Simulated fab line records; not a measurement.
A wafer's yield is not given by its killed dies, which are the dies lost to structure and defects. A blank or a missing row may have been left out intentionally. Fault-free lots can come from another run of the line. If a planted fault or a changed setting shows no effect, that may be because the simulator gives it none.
fab line records -- flow n5_finfet
[record] lots = 7, wafers = 21, last_day = 16
route steps=1938 shown SD_EPI_P@295 BEOL_M4@1111 PASSIVATION@1936
lots untouched by any fault: they come from a run of this same line in which no faults occurred
start_h: hours from the record's first day to the start of the lot's first wafer shown -- wait_h: how many hours have passed since the lot's step before this one -- " same as the row above -- L1.1+2: several wafers, shown together as one row -- - value missing, or start not given -- * or withheld: withheld -- < > ~ a bound
route shown NAME@n: NAME is a module with steps in the file, n the number in the route of the first one -- usual: mean and standard deviation over wafers with no fault -- same: alike in all rows -- chamber/n: place in a boat -- sites: the reading at each site -- _std_site: their standard deviation -- _edge_site: outer sites' mean less inner sites' -- radius_mm: for every site, how far away it sits from the centre of the wafer -- mask NAME#n: copy n -- behind: the last tool/chamber to shape the wafer -- hold: why the lot was held/for how many hours/how that ended -- device: transistor that didn't switch, given as n, p or np -- end of line: the route-end tests of the same wafers -- step lacking rows: just its recipe -- killed: not the wafer's yield, but the dies lost to structure and defects at the first sort -- map: shows each die of a wafer: x if killed, . if not, _ if none is there
set.NAME: the setting that was run; set.NAME@STEP: the one run at that earlier step -- model.NAME: the simulator's own value behind a step, which no gauge read
lots at selected steps of the route; one table per step, one row per wafer
services: a tool's chamber out of use, with start hour (start_h, from the record's first day; less than 0 if before it), hours out, and reason
[[steps]]
[step N5_SD_EPI_P_COAT_34]
[recipe] resist = SOC, temp_c = 250, time_s = 60, spin_rpm = 1500, resist_thk_nm = 350
[step N5_SD_EPI_P_COAT_35]
[recipe] resist = SiARC, temp_c = 220, time_s = 60, spin_rpm = 1500, resist_thk_nm = 35
[step N5_SD_EPI_P_COAT_03]
[recipe] resist = CAR-ArF-block, spin_rpm = 1500, resist_thk_nm = 150
[step N5_SD_EPI_P_EBR_05]
[recipe] solvent = PGMEA, ebr_width_mm = 1.5
[step N5_SD_EPI_P_SOFTBAKE_04]
[recipe] temp_c = 110, time_s = 60, resist = CAR-ArF-block
[step N5_SD_EPI_P_EXPOSE_06]
[recipe] mask_id = SD_P_BLK, na = 1.35, source_shape = conventional, sigma_outer = 0.8, polarization = unpolarized, target_cd_nm = 240, dose_mj = 39.5
[step N5_SD_EPI_P_PEB_07]
[recipe] peb_temp_c = 110, peb_time_s = 60, resist = CAR-ArF-block
[step N5_SD_EPI_P_DEVELOP_08]
[recipe] develop_time_s = 30, developer = TMAH, resist = CAR-ArF-block, dev_temp_c = 23, rinse_liquid = diw, dry = air_spin
[step N5_SD_EPI_P_CD_MEAS_09]
[recipe] target_cd_nm = 240, landing_energy_ev = 500, detector = se_inlens
[usual] cd_nm = 240.2/0.68
lot.wafer,tool,chamber,start_h,wait_h,cd_nm
L228.4,cd_sem-03,0,60.79,-,239.7
L228.5,cd_sem-03,0,60.79,-,240.5
L228.6,cd_sem-03,0,60.79,-,239.7
L233.1,cd_sem-02,0,90.18,-,239.5
L233.3,cd_sem-02,0,90.18,-,240.0
L233.5,cd_sem-02,0,90.18,-,239.8
L238.1,cd_sem-02,0,121.39,-,240.2
L238.4,cd_sem-02,0,121.39,-,241.0
L238.5,cd_sem-02,0,121.39,-,241.3
L239.2,cd_sem-02,0,128.76,-,240.7
L239.5,cd_sem-02,0,128.76,-,240.9
L239.6,cd_sem-02,0,128.76,-,242.0
L240.4,cd_sem-03,0,135.92,-,239.8
L240.5,cd_sem-03,0,135.92,-,239.7
L240.6,cd_sem-03,0,135.92,-,240.3
L242.1,cd_sem-02,0,144.38,-,239.6
L242.3,cd_sem-02,0,144.38,-,240.4
L242.4,cd_sem-02,0,144.38,-,240.1
L248.3,cd_sem-03,0,180.69,-,240.3
L248.5,cd_sem-03,0,180.69,-,240.3
L248.6,cd_sem-03,0,180.69,-,240.3
[step N5_SD_EPI_P_OVL_MEAS_10]
[recipe] points_per_wafer = 44
[usual] SD_P_BLK_OVL = -0.5/0.97
lot.wafer,tool,chamber,start_h,wait_h,SD_P_BLK_OVL[nm]
L228.4,overlay-02,0,60.82,0.0,-2.2
L228.5,overlay-02,0,60.82,0.0,-1.7
L228.6,overlay-02,0,60.82,0.0,-1.6
L233.1,overlay-01,0,90.21,0.0,-2.5
L233.3,overlay-01,0,90.21,0.0,-1.3
L233.5,overlay-01,0,90.21,0.0,-1.2
L238.1,overlay-01,0,121.42,0.0,0.8
L238.4,overlay-01,0,121.42,0.0,1.6
L238.5,overlay-01,0,121.42,0.0,0.3
L239.2,overlay-02,0,128.79,0.0,-0.7
L239.5,overlay-02,0,128.79,0.0,0.2
L239.6,overlay-02,0,128.79,0.0,-2.1
L240.4,overlay-01,0,135.95,0.0,-2.0
L240.5,overlay-01,0,135.95,0.0,-0.6
L240.6,overlay-01,0,135.95,0.0,-0.8
L242.1,overlay-02,0,144.41,0.0,0.3
L242.3,overlay-02,0,144.41,0.0,0.1
L242.4,overlay-02,0,144.41,0.0,0.1
L248.3,overlay-02,0,180.72,0.0,-0.1
L248.5,overlay-02,0,180.72,0.0,-0.1
L248.6,overlay-02,0,180.72,0.0,-2.2
[step N5_SD_EPI_P_INSPECT_11]
[recipe] mode = adi, inspect_instrument = macro
[usual] raw_defect_count = 2.1/1.5
lot.wafer,tool,chamber,start_h,wait_h,raw_defect_count
L228.4,defect_inspect-01,-,60.85,0.0,4
L228.5,defect_inspect-01,-,60.85,0.0,2
L228.6,defect_inspect-01,-,60.85,0.0,3
L233.1,defect_inspect-02,-,90.24,0.0,3
L233.3,defect_inspect-02,-,90.24,0.0,0
L233.5,defect_inspect-02,-,90.24,0.0,3
L238.1,defect_inspect-02,-,121.44,0.0,4
L238.4,defect_inspect-02,-,121.44,0.0,4
L238.5,defect_inspect-02,-,121.44,0.0,3
L239.2,defect_inspect-01,-,128.81,0.0,1
L239.5,defect_inspect-01,-,128.81,0.0,2
L239.6,defect_inspect-01,-,128.81,0.0,3
L240.4,defect_inspect-01,-,135.98,0.0,3
L240.5,defect_inspect-01,-,135.98,0.0,3
L240.6,defect_inspect-01,-,135.98,0.0,0
L242.1,defect_inspect-02,-,144.44,0.0,3
L242.3,defect_inspect-02,-,144.44,0.0,2
L242.4,defect_inspect-02,-,144.44,0.0,4
L248.3,defect_inspect-01,-,180.74,0.0,3
L248.5,defect_inspect-01,-,180.74,0.0,0
L248.6,defect_inspect-01,-,180.74,0.0,0
[step N5_SD_EPI_P_DESCUM_14]
[recipe] chemistry = O2, time_s = 7.9, source_power_w = 50, bias_power_w = 20, pressure_mtorr = 20, rf_frequency_hz = 2.712e+07, temp_c = 40, resist = CAR-ArF-block, o2_flow_sccm = 225
[usual] drypump_motor_current_A = 5.6/0.33, oes_product_au = 0.81/0.1, rf_vpp_V = 243.8/1.1, showerhead_plenum_p_Torr = 2.13/0.043, throttle_valve_pct = 20.26/0.25
lot.wafer,tool,chamber,start_h,wait_h,drypump_motor_current_A,oes_product_au,rf_hours_counter_h,rf_vpp_V,showerhead_plenum_p_Torr,throttle_valve_pct
L228.4,rie_diel-04,2,61.00,0.2,6.0,0.70,221,244.1,2.16,20.72
L228.5,rie_diel-04,0,61.00,0.2,5.4,0.80,-,243.9,2.16,20.22
L228.6,rie_diel-04,3,61.00,0.2,6.1,0.88,-,244.2,2.14,20.05
L233.1,rie_diel-01,1,90.27,0.0,5.7,0.90,30,245.3,2.23,20.42
L233.3,rie_diel-01,2,90.27,0.0,5.8,0.94,11,242.5,2.09,20.75
L233.5,rie_diel-01,0,90.27,0.0,5.6,0.70,-,244.6,2.06,20.43
L238.1,rie_diel-01,3,121.49,0.0,6.2,0.66,243,241.9,2.06,20.33
L238.4,rie_diel-01,1,121.49,0.0,5.7,0.88,40,245.3,2.23,20.43
L238.5,rie_diel-01,1,121.49,0.0,5.7,0.88,-,244.1,2.23,20.43
L239.2,rie_diel-04,3,128.85,0.0,6.1,0.84,96,242.6,2.14,20.09
L239.5,rie_diel-04,1,128.85,0.0,5.0,0.77,-,244.2,2.16,20.03
L239.6,rie_diel-04,2,128.85,0.0,6.0,0.68,-,243.6,2.15,20.75
L240.4,rie_diel-05,3,136.12,0.1,5.8,0.70,246,243.6,2.13,20.06
L240.5,rie_diel-05,1,136.12,0.1,5.6,0.90,-,244.5,2.14,20.22
L240.6,rie_diel-05,2,136.12,0.1,5.7,0.96,-,244.7,2.13,19.99
L242.1,rie_diel-04,1,144.47,0.0,5.0,0.77,152,243.4,2.16,20.04
L242.3,rie_diel-04,0,144.47,0.0,5.4,0.75,158,244.1,2.15,20.28
L242.4,rie_diel-04,0,144.47,0.0,5.4,0.76,-,244.3,2.15,20.26
L248.3,rie_diel-05,2,180.91,0.2,5.7,0.92,24,243.8,2.12,20.02
L248.5,rie_diel-05,2,180.91,0.2,5.7,0.92,-,243.5,2.12,20.00
L248.6,rie_diel-05,1,180.91,0.2,5.6,0.88,-,243.2,2.13,20.24
[step N5_SD_EPI_P_ETCH_36]
[recipe] chemistry = CF4, target = SiARC, target_depth_a = 455, mask_material = CAR-ArF-block, time_s = 75.8, ion_energy_ev = 80, pressure_mtorr = 40, source_w = 545, bias_w = 36, Ar_flow_sccm = 100, cf4_flow_sccm = 100, ends = cleared
[usual] bias_w = 35.99/0.1, cf4_flow_sccm = 99.98/0.28, drypump_motor_current_A = 5.6/0.34, etch_rf_on_time_s = 76.3/2.5, oes_product_au = 0.69/0.082, rf_vpp_V = 184.7/1.1, showerhead_plenum_p_Torr = 2.19/0.045, throttle_valve_pct = 15.51/0.2
lot.wafer,tool,chamber,start_h,wait_h,bias_w,cf4_flow_sccm,drypump_motor_current_A,etch_rf_on_time_s,oes_product_au,rf_hours_counter_h,rf_vpp_V,showerhead_plenum_p_Torr,throttle_valve_pct,model.CAR-ArF-block_of_SD_EPI_P_COAT_03.thk_nm
L228.4,rie_diel-04,2,61.03,0.0,35.95,99.85,6.0,73.5,0.60,221,186.0,2.18,15.92,110.6
L228.5,rie_diel-04,0,61.03,0.0,35.99,99.91,5.4,77.0,0.66,-,184.9,2.24,15.62,110.4
L228.6,rie_diel-04,3,61.03,0.0,36.22,99.97,6.1,73.5,0.73,-,183.9,2.20,15.28,111
L233.1,rie_diel-01,1,90.31,0.0,35.99,100.37,5.7,79.2,0.75,30,186.9,2.28,15.57,110.8
L233.3,rie_diel-01,2,90.31,0.0,36.11,99.33,5.8,75.0,0.80,11,184.3,2.12,15.68,110.8
L233.5,rie_diel-01,0,90.31,0.0,35.92,100.43,5.6,76.2,0.61,-,183.5,2.13,15.79,110.4
L238.1,rie_diel-01,3,121.52,0.0,-,-,-,-,-,-,-,-,-,143.2
L238.4,rie_diel-01,1,121.52,0.0,-,-,-,-,-,-,-,-,-,143.6
L238.5,rie_diel-01,1,121.52,0.0,-,-,-,-,-,-,-,-,-,143.8
L239.2,rie_diel-04,3,128.88,0.0,-,-,-,-,-,-,-,-,-,143.2
L239.5,rie_diel-04,1,128.88,0.0,-,-,-,-,-,-,-,-,-,143
L239.6,rie_diel-04,2,128.88,0.0,-,-,-,-,-,-,-,-,-,143.2
L240.4,rie_diel-05,3,136.15,0.0,-,-,-,-,-,-,-,-,-,144
L240.5,rie_diel-05,1,136.15,0.0,-,-,-,-,-,-,-,-,-,144
L240.6,rie_diel-05,2,136.15,0.0,-,-,-,-,-,-,-,-,-,144.6
L242.1,rie_diel-04,1,144.51,0.0,36.10,99.92,5.0,74.0,0.65,152,185.0,2.20,15.27,110.6
L242.3,rie_diel-04,0,144.51,0.0,35.93,100.07,5.4,76.9,0.64,158,185.7,2.23,15.66,110.4
L242.4,rie_diel-04,0,144.51,0.0,36.05,99.89,5.4,77.8,0.64,-,184.8,2.23,15.68,110.4
L248.3,rie_diel-05,2,180.94,0.0,35.98,100.26,5.7,77.5,0.78,24,184.2,2.18,15.29,110.4
L248.5,rie_diel-05,2,180.94,0.0,35.83,100.06,5.7,77.0,0.77,-,184.5,2.18,15.30,109.8
L248.6,rie_diel-05,1,180.94,0.0,35.87,99.92,5.6,77.8,0.73,-,184.6,2.19,15.45,109.8
[step N5_SD_EPI_P_ETCH_37]
[recipe] chemistry = N2/H2, target = SOC, overetch_a = 1080, mask_material = SiARC, temp_c = 40, ion_energy_ev = 100, source_w = 3000, bias_w = 133, pressure_mtorr = 20, time_s = 486, n2_flow_sccm = 200, h2_flow_sccm = 200, ends = end_point
[usual] bias_w = 133.0/0.4, chamber_pressure_mTorr = 20.001/0.019, drypump_motor_current_A = 5.6/0.34, oes_product_au = 0.72/0.089, rf_vpp_V = 241.4/1.1, showerhead_plenum_p_Torr = 2.58/0.06, throttle_valve_pct = 23.5/0.33
lot.wafer,tool,chamber,start_h,wait_h,bias_w,chamber_pressure_mTorr,drypump_motor_current_A,oes_product_au,rf_hours_counter_h,rf_vpp_V,showerhead_plenum_p_Torr,throttle_valve_pct
L228.4,rie_diel-04,2,61.09,0.0,133.0,19.995,6.0,0.61,221,241.7,2.60,23.8
L228.5,rie_diel-04,0,61.09,0.0,132.6,19.995,5.4,0.70,-,242.1,2.64,23.4
L228.6,rie_diel-04,3,61.09,0.0,133.1,19.973,6.1,0.76,-,240.8,2.55,22.9
L233.1,rie_diel-01,1,90.36,0.0,132.9,20.019,5.7,0.80,30,243.0,2.70,24.0
L233.3,rie_diel-01,2,90.36,0.0,133.4,20.008,5.8,0.84,11,239.4,2.49,23.8
L233.5,rie_diel-01,0,90.36,0.0,132.6,20.028,5.6,0.64,-,240.1,2.49,23.4
L238.1,rie_diel-01,3,121.58,0.0,132.8,20.005,6.2,0.26,243,239.6,2.51,23.6
L238.4,rie_diel-01,1,121.58,0.0,132.9,20.026,5.7,0.33,40,241.7,2.70,23.8
L238.5,rie_diel-01,1,121.58,0.0,132.9,20.001,5.7,0.33,-,241.9,2.70,23.9
L239.2,rie_diel-04,3,128.94,0.0,132.6,19.986,6.1,0.31,96,241.9,2.54,22.7
L239.5,rie_diel-04,1,128.94,0.0,132.5,20.000,5.0,0.28,-,242.7,2.67,23.4
L239.6,rie_diel-04,2,128.94,0.0,132.5,20.041,6.0,0.25,-,241.6,2.59,23.6
L240.4,rie_diel-05,3,136.21,0.0,133.8,20.026,5.8,0.27,246,242.4,2.58,23.0
L240.5,rie_diel-05,1,136.21,0.0,133.6,19.997,5.6,0.34,-,241.3,2.59,23.5
L240.6,rie_diel-05,2,136.21,0.0,132.9,20.027,5.7,0.36,-,242.0,2.58,23.2
L242.1,rie_diel-04,1,144.56,0.0,132.1,19.979,5.0,0.66,152,241.8,2.67,23.6
L242.3,rie_diel-04,0,144.56,0.0,133.1,20.041,5.4,0.68,158,240.7,2.63,23.5
L242.4,rie_diel-04,0,144.56,0.0,133.0,19.983,5.4,0.67,-,241.6,2.63,23.5
L248.3,rie_diel-05,2,181.00,0.0,133.0,20.002,5.7,0.81,24,241.6,2.58,23.4
L248.5,rie_diel-05,2,181.00,0.0,133.2,20.013,5.7,0.82,-,241.5,2.58,23.4
L248.6,rie_diel-05,1,181.00,0.0,133.0,20.023,5.6,0.77,-,241.5,2.58,23.7
[step N5_SD_EPI_P_STRIP_38]
[recipe] chemistry = N2/H2, temp_c = 40, n2_flow_sccm = 200, h2_flow_sccm = 200, rf_frequency_hz = 6e+07
[step N5_BEOL_M4_RC_MEAS_101]
[usual] DIBL_N = 35.9/2.5, DIBL_P = 36.0/3, IOFF_N = 0.16/0.047, IOFF_P = 0.21/0.047, ION_N = 671/14, ION_P = 460/8.8, SS_N = 71.5/0.73, SS_P = 73.2/0.91, VT_N = 250/4.3, VT_P = -251/3.6
lot.wafer,tool,chamber,start_h,wait_h,DIBL_N[mV/V],DIBL_P[mV/V],IOFF_N[nA/um],IOFF_P[nA/um],ION_N[uA/um],ION_P[uA/um],SS_N[mV/dec],SS_P[mV/dec],VT_N[mV],VT_P[mV]
L228.4,prober-01,0,167.25,0.5,36.8,36.8,0.16,0.19,674,452,71.7,73.0,250,-252
L228.5,prober-01,0,167.25,0.5,36.6,37.9,0.16,0.21,683,465,71.6,73.3,249,-251
L228.6,prober-01,0,167.25,0.5,33.3,34.2,0.13,0.16,659,448,71.4,72.3,250,-255
L233.1,prober-02,0,191.23,0.0,39.0,39.8,0.21,0.28,673,460,71.8,74.8,245,-246
L233.3,prober-02,0,191.23,0.0,32.2,30.7,0.10,0.15,666,461,69.8,71.3,257,-255
L233.5,prober-02,0,191.23,0.0,36.7,36.2,0.16,0.22,675,464,71.0,74.2,249,-246
L242.1,prober-01,0,257.92,0.0,34.8,34.3,0.13,0.20,668,463,71.3,72.6,249,-248
L242.3,prober-01,0,257.92,0.0,31.1,30.5,0.09,0.15,660,465,70.5,71.7,255,-254
L242.4,prober-01,0,257.92,0.0,36.8,36.6,0.16,0.23,678,473,72.0,72.9,249,-249
L248.3,prober-01,0,291.67,0.3,37.1,38.3,0.19,0.26,674,463,72.3,73.9,248,-246
L248.5,prober-01,0,291.67,0.3,34.0,33.3,0.13,0.19,666,459,70.3,72.6,252,-252
L248.6,prober-01,0,291.67,0.3,35.0,34.8,0.14,0.20,671,466,71.8,72.5,253,-250
[step N5_PASSIVATION_PROBE_49]
[usual] killed_at_M0_to_M3 = 34/8.9, killed_at_M4_up = 13/4.6, killed_at_contacts = 12/5.5, killed_at_front_end = 41/11, killed_at_other = 3.1/2.9, killed_dies = 102/16, killed_on_rim = 13/4.2, killed_open = 66/11, killed_short = 34/7.6
[same] gross_dies = 1180, killed_at_back_side = 0
lot.wafer,tool,chamber,start_h,wait_h,killed_at_M0_to_M3,killed_at_M4_up,killed_at_contacts,killed_at_front_end,killed_at_other,killed_dies,killed_on_rim,killed_open,killed_short
L238.1,prober-01,-,326.36,0.0,30,8,7,1134,1,1180,152,54,26
L238.4,prober-01,-,326.51,0.2,42,5,9,1123,1,1180,152,76,44
L238.5,prober-01,-,326.56,0.2,33,8,8,1131,0,1180,152,54,27
L240.4,prober-02,-,346.37,0.2,34,20,11,1112,3,1180,152,66,29
L240.5,prober-02,-,346.42,0.2,31,13,16,1119,1,1180,152,66,25
L240.6,prober-02,-,346.47,0.3,39,12,8,1120,1,1180,152,48,41
L239.2,prober-01,-,346.67,0.1,24,12,23,1119,2,1180,152,63,28
L239.5,prober-01,-,346.82,0.2,35,17,14,1110,4,1180,152,73,41
L239.6,prober-01,-,346.87,0.3,25,13,12,1128,2,1180,152,75,30
L248.6,prober-02,-,392.17,0.3,36,14,15,17,0,82,5,56,25
// killed by level:class
L238.1 SD_EPI_P:area_etch=1100 STI_FIN_REVEAL:geometric_particle:open=10 BEOL_M0_SAQP:geometric_particle:open=9 BEOL_M0_SAQP:geometric_particle:short=7 MOL_CONTACT_COAG:geometric_particle:open=6 BEOL_M2:geometric_particle:open=5 FIN_SAQP:geometric_particle:short=4 DUMMY_GATE:geometric_particle:open=4
L238.4 SD_EPI_P:area_etch=1060 FIN_SAQP:geometric_particle:open=18 STI_FIN_REVEAL:geometric_particle:open=12 BEOL_M2:geometric_particle:open=11 BEOL_M0_SAQP:geometric_particle:short=10 BEOL_M0_SAQP:geometric_particle:open=9 FIN_SAQP:geometric_particle:short=6 MOL_CONTACT_COAG:geometric_particle:open=6
L238.5 SD_EPI_P:area_etch=1099 BEOL_M0_SAQP:geometric_particle:short=9 BEOL_M0_SAQP:geometric_particle:open=8 FIN_SAQP:geometric_particle:open=7 MOL_CONTACT_COAG:geometric_particle:open=7 STI_FIN_REVEAL:geometric_particle:open=6 BEOL_M2:geometric_particle:open=5 GATE_CUT:geometric_particle:short=5
L240.4 SD_EPI_P:area_etch=1084 MOL_CONTACT_COAG:geometric_particle:open=10 BEOL_M0_SAQP:geometric_particle:open=10 FIN_SAQP:geometric_particle:open=9 BEOL_M1:geometric_particle:open=9 STI_FIN_REVEAL:geometric_particle:open=6 BEOL_M2:geometric_particle:open=6 BEOL_M0_SAQP:geometric_particle:short=5
L240.5 SD_EPI_P:area_etch=1089 MOL_CONTACT_COAG:geometric_particle:open=13 BEOL_M0_SAQP:geometric_particle:open=10 FIN_SAQP:geometric_particle:open=8 STI_FIN_REVEAL:geometric_particle:open=8 BEOL_M0_SAQP:geometric_particle:short=7 BEOL_M1:geometric_particle:open=5 BEOL_M2:geometric_particle:open=5
L240.6 SD_EPI_P:area_etch=1091 BEOL_M0_SAQP:geometric_particle:short=16 FIN_SAQP:geometric_particle:open=8 BEOL_M0_SAQP:geometric_particle:open=8 MOL_CONTACT_COAG:geometric_particle:open=7 STI_FIN_REVEAL:geometric_particle:open=5 BEOL_M1:geometric_particle:short=5 FIN_SAQP:geometric_particle:short=4
L239.2 SD_EPI_P:area_etch=1089 MOL_CONTACT_COAG:geometric_particle:open=19 STI_FIN_REVEAL:geometric_particle:open=7 BEOL_M0_SAQP:geometric_particle:short=7 BEOL_M4:geometric_particle:open=7 FIN_SAQP:geometric_particle:open=5 FIN_SAQP:geometric_particle:short=4 MOL_CONTACT_COAG:geometric_particle:short=4
L239.5 SD_EPI_P:area_etch=1065 FIN_SAQP:geometric_particle:open=14 BEOL_M0_SAQP:geometric_particle:open=13 MOL_CONTACT_COAG:geometric_particle:open=12 FIN_SAQP:geometric_particle:short=10 BEOL_M1:geometric_particle:short=7 BEOL_M0_SAQP:geometric_particle:short=5 STI_FIN_REVEAL:geometric_particle:open=4
L239.6 SD_EPI_P:area_etch=1075 FIN_SAQP:geometric_particle:open=15 STI_FIN_REVEAL:geometric_particle:open=13 MOL_CONTACT_COAG:geometric_particle:open=11 FIN_SAQP:geometric_particle:short=9 BEOL_M0_SAQP:geometric_particle:open=8 BEOL_M4:geometric_particle:open=7 BEOL_M0_SAQP:geometric_particle:short=5
L248.6 MOL_CONTACT_COAG:geometric_particle:open=11 BEOL_M0_SAQP:geometric_particle:open=10 BEOL_M0_SAQP:geometric_particle:short=9 BEOL_M2:geometric_particle:open=7 BEOL_M1:geometric_particle:open=5 FIN_SAQP:geometric_particle:short=4 MOL_CONTACT_COAG:geometric_particle:short=4 BEOL_M4:geometric_particle:open=4
// map L238.1 (x killed, . not)
_________________xxxxxxxxxxxx________________
______________xxxxxxxxxxxxxxxxxx_____________
___________xxxxxxxxxxxxxxxxxxxxxxxx__________
__________xxxxxxxxxxxxxxxxxxxxxxxxxx_________
________xxxxxxxxxxxxxxxxxxxxxxxxxxxxxx_______
_______xxxxxxxxxxxxxxxxxxxxxxxxxxxxxxxx______
______xxxxxxxxxxxxxxxxxxxxxxxxxxxxxxxxxx_____
_____xxxxxxxxxxxxxxxxxxxxxxxxxxxxxxxxxxxx____
____xxxxxxxxxxxxxxxxxxxxxxxxxxxxxxxxxxxxxx___
___xxxxxxxxxxxxxxxxxxxxxxxxxxxxxxxxxxxxxxxx__
___xxxxxxxxxxxxxxxxxxxxxxxxxxxxxxxxxxxxxxxx__
__xxxxxxxxxxxxxxxxxxxxxxxxxxxxxxxxxxxxxxxxxx_
__xxxxxxxxxxxxxxxxxxxxxxxxxxxxxxxxxxxxxxxxxx_
_xxxxxxxxxxxxxxxxxxxxxxxxxxxxxxxxxxxxxxxxxxxx
_xxxxxxxxxxxxxxxxxxxxxxxxxxxxxxxxxxxxxxxxxxxx
_xxxxxxxxxxxxxxxxxxxxxxxxxxxxxxxxxxxxxxxxxxxx
_xxxxxxxxxxxxxxxxxxxxxxxxxxxxxxxxxxxxxxxxxxxx
_xxxxxxxxxxxxxxxxxxxxxxxxxxxxxxxxxxxxxxxxxxxx
_xxxxxxxxxxxxxxxxxxxxxxxxxxxxxxxxxxxxxxxxxxxx
_xxxxxxxxxxxxxxxxxxxxxxxxxxxxxxxxxxxxxxxxxxxx
_xxxxxxxxxxxxxxxxxxxxxxxxxxxxxxxxxxxxxxxxxxxx
__xxxxxxxxxxxxxxxxxxxxxxxxxxxxxxxxxxxxxxxxxx_
__xxxxxxxxxxxxxxxxxxxxxxxxxxxxxxxxxxxxxxxxxx_
___xxxxxxxxxxxxxxxxxxxxxxxxxxxxxxxxxxxxxxxx__
___xxxxxxxxxxxxxxxxxxxxxxxxxxxxxxxxxxxxxxxx__
____xxxxxxxxxxxxxxxxxxxxxxxxxxxxxxxxxxxxxx___
_____xxxxxxxxxxxxxxxxxxxxxxxxxxxxxxxxxxxx____
______xxxxxxxxxxxxxxxxxxxxxxxxxxxxxxxxxx_____
_______xxxxxxxxxxxxxxxxxxxxxxxxxxxxxxxx______
________xxxxxxxxxxxxxxxxxxxxxxxxxxxxxx_______
__________xxxxxxxxxxxxxxxxxxxxxxxxxx_________
___________xxxxxxxxxxxxxxxxxxxxxxxx__________
______________xxxxxxxxxxxxxxxxxx_____________
_________________xxxxxxxxxxxx________________
// map L239.2 (x killed, . not)
_________________xxxxxxxxxxxx________________
______________xxxxxxxxxxxxxxxxxx_____________
___________xxxxxxxxxxxxxxxxxxxxxxxx__________
__________xxxxxxxxxxxxxxxxxxxxxxxxxx_________
________xxxxxxxxxxxxxxxxxxxxxxxxxxxxxx_______
_______xxxxxxxxxxxxxxxxxxxxxxxxxxxxxxxx______
______xxxxxxxxxxxxxxxxxxxxxxxxxxxxxxxxxx_____
_____xxxxxxxxxxxxxxxxxxxxxxxxxxxxxxxxxxxx____
____xxxxxxxxxxxxxxxxxxxxxxxxxxxxxxxxxxxxxx___
___xxxxxxxxxxxxxxxxxxxxxxxxxxxxxxxxxxxxxxxx__
___xxxxxxxxxxxxxxxxxxxxxxxxxxxxxxxxxxxxxxxx__
__xxxxxxxxxxxxxxxxxxxxxxxxxxxxxxxxxxxxxxxxxx_
__xxxxxxxxxxxxxxxxxxxxxxxxxxxxxxxxxxxxxxxxxx_
_xxxxxxxxxxxxxxxxxxxxxxxxxxxxxxxxxxxxxxxxxxxx
_xxxxxxxxxxxxxxxxxxxxxxxxxxxxxxxxxxxxxxxxxxxx
_xxxxxxxxxxxxxxxxxxxxxxxxxxxxxxxxxxxxxxxxxxxx
_xxxxxxxxxxxxxxxxxxxxxxxxxxxxxxxxxxxxxxxxxxxx
_xxxxxxxxxxxxxxxxxxxxxxxxxxxxxxxxxxxxxxxxxxxx
_xxxxxxxxxxxxxxxxxxxxxxxxxxxxxxxxxxxxxxxxxxxx
_xxxxxxxxxxxxxxxxxxxxxxxxxxxxxxxxxxxxxxxxxxxx
_xxxxxxxxxxxxxxxxxxxxxxxxxxxxxxxxxxxxxxxxxxxx
__xxxxxxxxxxxxxxxxxxxxxxxxxxxxxxxxxxxxxxxxxx_
__xxxxxxxxxxxxxxxxxxxxxxxxxxxxxxxxxxxxxxxxxx_
___xxxxxxxxxxxxxxxxxxxxxxxxxxxxxxxxxxxxxxxx__
___xxxxxxxxxxxxxxxxxxxxxxxxxxxxxxxxxxxxxxxx__
____xxxxxxxxxxxxxxxxxxxxxxxxxxxxxxxxxxxxxx___
_____xxxxxxxxxxxxxxxxxxxxxxxxxxxxxxxxxxxx____
______xxxxxxxxxxxxxxxxxxxxxxxxxxxxxxxxxx_____
_______xxxxxxxxxxxxxxxxxxxxxxxxxxxxxxxx______
________xxxxxxxxxxxxxxxxxxxxxxxxxxxxxx_______
__________xxxxxxxxxxxxxxxxxxxxxxxxxx_________
___________xxxxxxxxxxxxxxxxxxxxxxxx__________
______________xxxxxxxxxxxxxxxxxx_____________
_________________xxxxxxxxxxxx________________
[[services]]
tool,chamber,start_h,hours,kind
rie_diel-05,-,42.56,2.8,pm
rie_diel-04,3,44.36,6.6,repair
rie_diel-05,0,48.06,8.5,repair
rie_diel-04,3,51.82,4.5,repair
rie_diel-01,2,78.79,3.0,repair
rie_diel-05,2,97.64,-,clean
rie_diel-05,2,97.64,-,consumable_replace:focus_ring
rie_diel-05,2,97.64,18.7,scheduled_down
rie_diel-05,2,97.64,18.7,vent_cycle
rie_diel-01,-,100.88,0.9,repair
rie_diel-04,0,135.51,2.6,repair
rie_diel-04,2,137.67,9.0,repair
rie_diel-01,3,146.17,-,clean
rie_diel-01,3,146.17,-,consumable_replace:focus_ring
rie_diel-01,3,146.17,16.4,scheduled_down
rie_diel-01,3,146.17,16.4,vent_cycle
rie_diel-05,3,154.00,3.5,repair
rie_diel-04,-,156.29,1.1,repair
rie_diel-05,3,157.53,-,clean
rie_diel-04,2,166.11,-,clean
rie_diel-04,2,166.11,-,consumable_replace:focus_ring
rie_diel-04,2,166.11,30.5,scheduled_down
rie_diel-04,2,166.11,30.5,vent_cycle
rie_diel-04,1,173.36,6.0,repair
[[key]]
[first_sign] step = N5_SD_EPI_P_ETCH_36, reading = tool_record, direction = missing
[effect] step = N5_SD_EPI_P_ETCH_37, reading = oes_product_au, direction = down, sigmas = 4.8, usual = 0.72, struck = 0.30
[effect] step = N5_PASSIVATION_PROBE_49, reading = killed_at_front_end, direction = up, sigmas = 94, usual = 41, struck = 1122
[model_effect] step = N5_SD_EPI_P_ETCH_36, value = CAR-ArF-block_of_SD_EPI_P_COAT_03.thk_nm, without = 111.1, struck = 143.6
[more_kills_born_at] N5_SD_EPI_P_ETCH_36@rie_diel-05 = 3264, N5_SD_EPI_P_ETCH_36@rie_diel-01 = 3259, N5_SD_EPI_P_ETCH_36@rie_diel-04 = 3229
met_at N5_SD_EPI_P_ETCH_36
struck_wafers L238.1,L238.4,L238.5,L239.2,L239.5,L239.6,L240.4,L240.5,L240.6
later_rows_left_out L238.1,L238.4,L238.5,L239.2,L239.5,L239.6,L240.4,L240.5,L240.6
tester_left_out L238,L239,L240
onset_between 90.31 121.52
[fault] kind = skipped_step_whole, tool = rie_diel-01,rie_diel-04,rie_diel-05, chamber = -, onset_h = 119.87, steps = N5_SD_EPI_P_ETCH_36, scope = struck_lots_only
// tester_left_out: of these lots the tester's yield and bins aren't shown, on N5 and GAA mostly nor the transistor test; their killed dies are dies lost to structure and defects alone, not to doping, threshold or leakage, so they don't give the yield
// later_rows_left_out: the simulator's readings of these wafers behind a module that went badly wrong aren't trusted and aren't shown, but for the sort
